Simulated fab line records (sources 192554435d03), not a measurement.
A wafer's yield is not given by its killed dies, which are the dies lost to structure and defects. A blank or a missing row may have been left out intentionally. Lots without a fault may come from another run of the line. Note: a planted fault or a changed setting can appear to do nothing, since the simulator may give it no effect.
Matching of chambers ; flow n5 finfet ; 4 sister chambers for N5_FIN_SAQP_ETCH_67 on rie diel-04
The step etches SiNx in CH3F/O2, target depth 30 nm. 22 wafers are shown with their chamber, then 11 later ones without.

== WAFERS, EACH WITH ITS CHAMBER ==
wafer;chamber;showerhead plenum p Torr (Torr);drypump motor current A (A);throttle valve pct (%)
L075.1;2;2.05;5.8;16.39
L075.2;0;2.04;4.7;16.01
L075.5;3;1.93;5.8;16.45
L077.1;2;2.04;5.8;16.37
L077.5;3;1.93;5.7;16.45
L077.6;2;2.05;5.8;16.38
L081.2;3;1.93;5.8;16.47
L081.4;1;2.08;5.9;16.07
L081.5;3;1.93;5.8;16.46
L082.1;2;2.04;5.8;16.39
L082.2;3;1.93;5.8;16.46
L082.5;3;1.93;5.7;16.47
L083.3;3;1.93;5.8;16.47
L083.5;3;1.93;5.8;16.49
L083.6;0;2.04;4.7;16.05
L084.2;1;2.08;6.0;16.07
L084.4;3;1.93;5.8;16.47
L084.6;2;2.04;5.8;16.41
L085.3;3;1.93;5.8;16.47
L085.4;1;2.08;5.9;16.09
L085.5;2;2.04;5.8;16.42
L086.3;0;2.03;4.8;16.06

SIGNATURES (averages over the wafers above)
reading;chamber 0;chamber 1;chamber 2;chamber 3;scatter within a chamber
showerhead plenum p Torr;2.0367;2.0800;2.0433;1.9300;0.00333
drypump motor current A;4.733;5.933;5.800;5.780;0.0404
throttle valve pct;16.0400;16.0767;16.3933;16.4660;0.0161
Rule: for each reading, subtract the chamber's mean from the wafer's reading, divide by that reading's scatter and square the result; add these up over the readings and take the root, which gives the wafer's distance from the chamber. If the next closest chamber is less than 2 further off than the closest, the wafer can't be placed; otherwise it belongs to the closest. The scatter: take each reading less its chamber's mean, square it, sum over the shown wafers, divide by the number of wafers less the number of chambers, and take the root.

== WAFERS WHOSE CHAMBER IS MISSING ==
wafer;showerhead plenum p Torr (Torr);drypump motor current A (A);throttle valve pct (%)
L086.4;2.07;5.9;16.07
L086.6;2.03;4.7;16.07
L093.1;2.07;5.9;16.10
L093.5;2.03;4.8;16.10
L093.6;1.92;5.8;16.52
L094.2;2.07;6.0;16.10
L094.3;1.92;5.8;16.52
L094.6;2.07;5.9;16.11
L096.1;2.03;4.7;16.11
L096.3;2.07;5.9;16.11
L096.5;2.03;4.8;16.11

== WHICH CHAMBER EACH ONE RAN IN ==
wafer;from the rows above;in truth
L086.4;1;1
L086.6;0;0
L093.1;1;1
L093.5;0;0
L093.6;3;3
L094.2;1;1
L094.3;3;3
L094.6;1;1
L096.1;0;0
L096.3;1;1
L096.5;0;0
11 of 11 placed correctly. From these rows, 0 cannot be placed. Wrongly placed: 0.
